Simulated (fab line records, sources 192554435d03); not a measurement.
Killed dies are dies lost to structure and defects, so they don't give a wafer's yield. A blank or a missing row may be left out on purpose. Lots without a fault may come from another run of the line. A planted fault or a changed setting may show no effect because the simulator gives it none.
A struck lot beside a sound one | flow n5_finfet | 19 steps out of a route of 1938
Sound: wafers L738.1, L738.2, L738.4. Struck: wafer L730.3. (L730.1, L730.2 of the same lot were not struck and are left out.) The cause comes at the end.
At each step with rows: each side's tool, then ch and its chambers, then its first start. Under that, the readings that differ: sound wafers | struck wafers | difference of the means | sigmas: that difference in standard deviations of wafers without a fault.
alike: readings whose means differ by less than 2 such deviations, and words and numbers that are the same on both sides. not compared: withheld readings, readings that some wafer has no value for, bounds like >300 that may hide the same value, and numbers for which the record gives no deviation and whose values overlap.
The two part at a step that has a row with sigmas, a row that says differs or no value, or rows on one side only. Numbers that don't overlap but have no deviation are shown without sigmas and don't part them. A reading that every wafer of one side lacks parts them only if that side has two wafers or more.

first, 8 steps without rows for these wafers: N5_BEOL_M15_COAT_60 (time 60 s, resist thk 89 nm); N5_BEOL_M15_COAT_22 (resist thk 800 nm); N5_BEOL_M15_EBR_24; N5_BEOL_M15_SOFTBAKE_23 (time 60 s); N5_BEOL_M15_EXPOSE_25 (exposes mask M15, target cd 400 nm); N5_BEOL_M15_PEB_26 (peb time 90 s); N5_BEOL_M15_DEVELOP_27 (develop time 45 s); N5_BEOL_M15_HARDBAKE_32 (time 120 s).
N5_BEOL_M15_CD_MEAS_28: target cd 407.6 nm.
  sound on cd_sem-03 ch 0, day 15 03:56; struck on cd_sem-01 ch 0, day 13 11:05
  alike: cd_nm
N5_BEOL_M15_OVL_MEAS_29:
  sound on overlay-02 ch 0, day 15 03:58; struck on overlay-02 ch 0, day 13 11:07
  alike: M15_OVL
N5_BEOL_M15_INSPECT_30: inspects for defects (macro).
  sound on defect_inspect-02, day 15 03:59; struck on defect_inspect-02, day 13 11:08
  alike: raw_defect_count
N5_BEOL_M15_DESCUM_33: chemistry O2, time 7.9 s.
  sound on rie_diel-03 ch 0,2,3, day 15 04:01; struck on rie_diel-01 ch 1, day 13 12:02
  alike: drypump_motor_current_A, oes_product_au, rf_vpp_V, showerhead_plenum_p_Torr, throttle_valve_pct
  not compared: rf_hours_counter_h
N5_BEOL_M15_ETCH_61: etches BARC in N2/H2, target depth 89 nm, overetch 26.7 nm, time 67.9 s.
  sound on rie_diel-03 ch 0,2,3, day 15 04:03; struck on rie_diel-01 ch 1, day 13 12:04
  reading                                    | sound           | struck | difference | sigmas
  model.coat_of_BEOL_M15_COAT_22.thk_nm (nm) | 723.8 721 720.4 | 693.6  | -28.1      |
  model.BEOL_M15.cd_nm (nm)                  | 399 400.6 401   | 404    | +4         |
  alike: drypump_motor_current_A, oes_product_au, rf_vpp_V, showerhead_plenum_p_Torr, throttle_valve_pct
  not compared: rf_hours_counter_h
N5_BEOL_M15_TRENCH_ETCH_34: etches SiO2 in C4F8/O2/Ar, target depth 872.93 nm, time 199 s.
  sound on rie_diel-03 ch 0,2,3, day 15 04:06; struck on rie_diel-01 ch 1, day 13 12:08
  reading                                    | sound             | struck | difference | sigmas
  rf_vpp_V (V)                               | 2207 2215 2220    | 2253   | +39        | +2
  model.coat_of_BEOL_M15_COAT_22.thk_nm (nm) | 553.8 549.2 547.2 | 518.8  | -31.3      |
  alike: drypump_motor_current_A, oes_ar_750_au, oes_product_au, showerhead_plenum_p_Torr, throttle_valve_pct
  not compared: rf_hours_counter_h
N5_BEOL_M15_STRIP_36: strips in O2.
  sound on rie_diel-01 ch 1,2,3, day 15 09:43; struck on rie_diel-03 ch 0, day 13 12:24
  reading                | sound      | struck | difference | sigmas
  rf_hours_counter_h (h) | 53 129 113 | 168    | +70        |
  alike: drypump_motor_current_A, oes_product_au, rf_vpp_V, showerhead_plenum_p_Torr, throttle_valve_pct
N5_BEOL_M15_STRIP_62: strips in O2.
  sound on rie_diel-01 ch 0,2,3; struck on rie_diel-03 ch 0
  alike: drypump_motor_current_A, oes_product_au, rf_vpp_V, showerhead_plenum_p_Torr, throttle_valve_pct
  not compared: rf_hours_counter_h
N5_BEOL_M15_STRIP_37: strips in O2.
  sound on rie_diel-01 ch 1,2,3; struck on rie_diel-03 ch 0
  alike: drypump_motor_current_A, oes_product_au, rf_vpp_V, showerhead_plenum_p_Torr, throttle_valve_pct
  not compared: rf_hours_counter_h
N5_BEOL_M15_ETCH_38: etches SiCN in CF4/N2, target depth 106.4 nm, time 120.5 s.
  sound on rie_diel-01 ch 1,2,3; struck on rie_diel-03 ch 0
  reading                   | sound         | struck | difference | sigmas
  model.BEOL_M15.cd_nm (nm) | 398.8 401 401 | 404    | +4         |
  alike: drypump_motor_current_A, oes_product_au, rf_vpp_V, showerhead_plenum_p_Torr, throttle_valve_pct
  not compared: rf_hours_counter_h
then, 1 step without rows for these wafers: N5_BEOL_M15_PRECLEAN_39 (cleans in residue remover, time 60 s).

WHERE THEY PART
Only at N5_BEOL_M15_TRENCH_ETCH_34, within this record. Later steps at which nothing parts them and some readings are alike: N5_BEOL_M15_STRIP_36, N5_BEOL_M15_STRIP_62, N5_BEOL_M15_STRIP_37, N5_BEOL_M15_ETCH_38.

WHY: what the simulator had put in
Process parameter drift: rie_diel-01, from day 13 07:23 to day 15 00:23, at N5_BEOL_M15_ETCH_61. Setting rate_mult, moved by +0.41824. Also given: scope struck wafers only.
